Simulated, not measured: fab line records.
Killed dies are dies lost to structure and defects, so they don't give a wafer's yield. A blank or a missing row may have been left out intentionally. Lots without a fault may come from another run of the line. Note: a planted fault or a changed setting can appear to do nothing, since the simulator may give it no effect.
Check for tools in common || flow nand_harc || 15 lots and 45 wafers in the sample

REASON FOR OPENING
At NHARC_A_M1_THK_MEAS_24 the reading thk_nm is flagged on 3 of 15 lots. No-fault wafers: 154.2 nm, standard deviation 1.3.
Rule: flag the lot when none of its wafers has a number, or when each of its wafers that has one lies beyond 4 standard deviations from that mean. The other lots count as sound.

{"lot": "L635", "measured": "day 22 05:06", "on": "film_metro-01", "thk_nm (nm), wafer by wafer": "154.2 153.7 155.7", "flag": ""}
{"lot": "L636", "measured": "day 22 15:53", "on": "film_metro-01", "thk_nm (nm), wafer by wafer": "155.1 155.2 154.1", "flag": ""}
{"lot": "L637", "measured": "day 22 17:17", "on": "film_metro-02", "thk_nm (nm), wafer by wafer": "154.2 155.4 154.7", "flag": ""}
{"lot": "L634", "measured": "day 22 18:43", "on": "film_metro-01", "thk_nm (nm), wafer by wafer": "153.7 152.4 153.2", "flag": ""}
{"lot": "L638", "measured": "day 24 00:26", "on": "film_metro-01", "thk_nm (nm), wafer by wafer": "154.1 154.2 154.9", "flag": ""}
{"lot": "L640", "measured": "day 24 03:28", "on": "film_metro-01", "thk_nm (nm), wafer by wafer": "152.5 153.4 151.8", "flag": ""}
{"lot": "L641", "measured": "day 25 12:20", "on": "film_metro-02", "thk_nm (nm), wafer by wafer": "156.6 155.2 155.2", "flag": ""}
{"lot": "L643", "measured": "day 26 04:08", "on": "film_metro-01", "thk_nm (nm), wafer by wafer": "153.8 153.6 155.4", "flag": ""}
{"lot": "L646", "measured": "day 26 15:12", "on": "film_metro-02", "thk_nm (nm), wafer by wafer": "29.0 32.2 29.6", "flag": "FLAGGED"}
{"lot": "L647", "measured": "day 26 23:20", "on": "film_metro-02", "thk_nm (nm), wafer by wafer": "29.1 28.9 30.3", "flag": "FLAGGED"}
{"lot": "L648", "measured": "day 27 16:35", "on": "film_metro-02", "thk_nm (nm), wafer by wafer": "29.3 27.3 31.0", "flag": "FLAGGED"}
{"lot": "L652", "measured": "day 29 06:30", "on": "film_metro-01", "thk_nm (nm), wafer by wafer": "154.8 154.2 153.7", "flag": ""}
{"lot": "L655", "measured": "day 30 11:32", "on": "film_metro-02", "thk_nm (nm), wafer by wafer": "153.8 155.7 151.5", "flag": ""}
{"lot": "L657", "measured": "day 31 13:38", "on": "film_metro-02", "thk_nm (nm), wafer by wafer": "155.4 154.9 155.6", "flag": ""}
{"lot": "L656", "measured": "day 31 18:38", "on": "film_metro-01", "thk_nm (nm), wafer by wafer": "155.0 154.0 156.9", "flag": ""}
Average over the flagged lots: 29.6 nm; offset from the usual -124.6 nm, equal to -96 standard deviations.

EACH LOT AND THE TOOL IT RAN ON
Before the reading, the record contains 3 process steps out of a 1302-step route. Each cell gives the tool, then ch followed by the chambers the sampled wafers passed through, then the start.
{"lot": "L635", "flag": "", "NHARC_A_M0_DEP_32": "pecvd-02 ch 0,1,2, day 22 01:15", "NHARC_A_M1_ECD_22": "ecd_cu-02 ch 0,1, day 22 04:05", "NHARC_A_M1_CMP_23": "cmp-03 ch 0,1,2, day 22 04:49"}
{"lot": "L636", "flag": "", "NHARC_A_M0_DEP_32": "pecvd-02 ch 1,2, day 22 12:13", "NHARC_A_M1_ECD_22": "ecd_cu-01 ch 0,1, day 22 14:54", "NHARC_A_M1_CMP_23": "cmp-04 ch 2,3, day 22 15:34"}
{"lot": "L637", "flag": "", "NHARC_A_M0_DEP_32": "pecvd-02 ch 0,1, day 22 13:33", "NHARC_A_M1_ECD_22": "ecd_cu-01 ch 0,1, day 22 16:21", "NHARC_A_M1_CMP_23": "cmp-02 ch 1,2, day 22 16:58"}
{"lot": "L634", "flag": "", "NHARC_A_M0_DEP_32": "pecvd-02 ch 0,1,2, day 22 15:05", "NHARC_A_M1_ECD_22": "ecd_cu-02 ch 0,1, day 22 17:47", "NHARC_A_M1_CMP_23": "cmp-04 ch 0,2,3, day 22 18:24"}
{"lot": "L638", "flag": "", "NHARC_A_M0_DEP_32": "pecvd-02 ch 1,2, day 23 20:41", "NHARC_A_M1_ECD_22": "ecd_cu-01 ch 0,1, day 23 23:24", "NHARC_A_M1_CMP_23": "cmp-03 ch 1,2,3, day 24 00:07"}
{"lot": "L640", "flag": "", "NHARC_A_M0_DEP_32": "pecvd-03 ch 0,2, day 23 23:39", "NHARC_A_M1_ECD_22": "ecd_cu-01 ch 0,1, day 24 02:34", "NHARC_A_M1_CMP_23": "cmp-02 ch 0,3, day 24 03:11"}
{"lot": "L641", "flag": "", "NHARC_A_M0_DEP_32": "pecvd-03 ch 0,2, day 25 08:33", "NHARC_A_M1_ECD_22": "ecd_cu-01 ch 0,1, day 25 11:17", "NHARC_A_M1_CMP_23": "cmp-04 ch 1,2, day 25 12:01"}
{"lot": "L643", "flag": "", "NHARC_A_M0_DEP_32": "pecvd-03 ch 1,2, day 26 00:20", "NHARC_A_M1_ECD_22": "ecd_cu-02 ch 0,1, day 26 03:05", "NHARC_A_M1_CMP_23": "cmp-04 ch 0,2, day 26 03:50"}
{"lot": "L646", "flag": "FLAGGED", "NHARC_A_M0_DEP_32": "pecvd-01 ch 0,1,2, day 26 11:17", "NHARC_A_M1_ECD_22": "ecd_cu-02 ch 0,1, day 26 14:10", "NHARC_A_M1_CMP_23": "cmp-03 ch 0,2,3, day 26 14:55"}
{"lot": "L647", "flag": "FLAGGED", "NHARC_A_M0_DEP_32": "pecvd-02 ch 0,1,2, day 26 19:29", "NHARC_A_M1_ECD_22": "ecd_cu-01 ch 0,1, day 26 22:18", "NHARC_A_M1_CMP_23": "cmp-02 ch 0,1,2, day 26 23:03"}
{"lot": "L648", "flag": "FLAGGED", "NHARC_A_M0_DEP_32": "pecvd-01 ch 0,1,2, day 27 12:45", "NHARC_A_M1_ECD_22": "ecd_cu-02 ch 0,1, day 27 15:38", "NHARC_A_M1_CMP_23": "cmp-02 ch 0,1,2, day 27 16:16"}
{"lot": "L652", "flag": "", "NHARC_A_M0_DEP_32": "pecvd-01 ch 0,1,2, day 29 02:40", "NHARC_A_M1_ECD_22": "ecd_cu-02 ch 0,1, day 29 05:28", "NHARC_A_M1_CMP_23": "cmp-03 ch 0,1,2, day 29 06:11"}
{"lot": "L655", "flag": "", "NHARC_A_M0_DEP_32": "pecvd-02 ch 0,1, day 30 07:35", "NHARC_A_M1_ECD_22": "ecd_cu-01 ch 0,1, day 30 10:29", "NHARC_A_M1_CMP_23": "cmp-02 ch 0,2,3, day 30 11:13"}
{"lot": "L657", "flag": "", "NHARC_A_M0_DEP_32": "pecvd-03 ch 0,2, day 31 09:47", "NHARC_A_M1_ECD_22": "ecd_cu-01 ch 0,1, day 31 12:35", "NHARC_A_M1_CMP_23": "cmp-04 ch 0,3, day 31 13:21"}
{"lot": "L656", "flag": "", "NHARC_A_M0_DEP_32": "pecvd-03 ch 1,2, day 31 14:31", "NHARC_A_M1_ECD_22": "ecd_cu-01 ch 0,1, day 31 17:38", "NHARC_A_M1_CMP_23": "cmp-04 ch 0,1,2, day 31 18:19"}
What the steps here do:
- NHARC_A_M0_DEP_32: deposits SiCN, target thk 30 nm.
- NHARC_A_M1_ECD_22: material Cu, target thk 400 nm.
- NHARC_A_M1_CMP_23: polishes, t overpolish 20 s, target thk 154.34 nm.
- NHARC_A_M1_THK_MEAS_24: measures by xrf.

FLAGGED AGAINST TOTAL, ONE TOOL AT A TIME (gauges that did the reading follow at the end)
{"step": "NHARC_A_M0_DEP_32", "tool": "pecvd-01", "lots run": 3, "flagged": 2, "share of the flagged lots": "some", "sound lots run after its first flagged lot": "1 (L652)"}
{"step": "NHARC_A_M0_DEP_32", "tool": "pecvd-02", "lots run": 7, "flagged": 1, "share of the flagged lots": "some", "sound lots run after its first flagged lot": "1 (L655)"}
{"step": "NHARC_A_M0_DEP_32", "tool": "pecvd-03", "lots run": 5, "flagged": 0, "share of the flagged lots": "none", "sound lots run after its first flagged lot": "-"}
{"step": "NHARC_A_M1_ECD_22", "tool": "ecd_cu-01", "lots run": 9, "flagged": 1, "share of the flagged lots": "some", "sound lots run after its first flagged lot": "3 (L655,L657,L656)"}
{"step": "NHARC_A_M1_ECD_22", "tool": "ecd_cu-02", "lots run": 6, "flagged": 2, "share of the flagged lots": "some", "sound lots run after its first flagged lot": "1 (L652)"}
{"step": "NHARC_A_M1_CMP_23", "tool": "cmp-02", "lots run": 5, "flagged": 2, "share of the flagged lots": "some", "sound lots run after its first flagged lot": "1 (L655)"}
{"step": "NHARC_A_M1_CMP_23", "tool": "cmp-03", "lots run": 4, "flagged": 1, "share of the flagged lots": "some", "sound lots run after its first flagged lot": "1 (L652)"}
{"step": "NHARC_A_M1_CMP_23", "tool": "cmp-04", "lots run": 6, "flagged": 0, "share of the flagged lots": "none", "sound lots run after its first flagged lot": "-"}
{"step": "NHARC_A_M1_THK_MEAS_24", "tool": "film_metro-01", "lots run": 8, "flagged": 0, "share of the flagged lots": "none", "sound lots run after its first flagged lot": "-"}
{"step": "NHARC_A_M1_THK_MEAS_24", "tool": "film_metro-02", "lots run": 7, "flagged": 3, "share of the flagged lots": "all", "sound lots run after its first flagged lot": "2 (L655,L657)"}

WHAT IS ALLOWED BY THE TABLE
In the table, 1 row covers all flagged lots: film_metro-02 at NHARC_A_M1_THK_MEAS_24.
- film_metro-02 at NHARC_A_M1_THK_MEAS_24 ran 7 lots, 3 of them flagged. Sound lots ran on it after the first flagged one (L655, L657), which a lasting fault on the whole tool wouldn't allow.
Not one row of the table ran every flagged lot while running no sound lot after the first.

WHAT THE SIMULATOR HAD INSERTED
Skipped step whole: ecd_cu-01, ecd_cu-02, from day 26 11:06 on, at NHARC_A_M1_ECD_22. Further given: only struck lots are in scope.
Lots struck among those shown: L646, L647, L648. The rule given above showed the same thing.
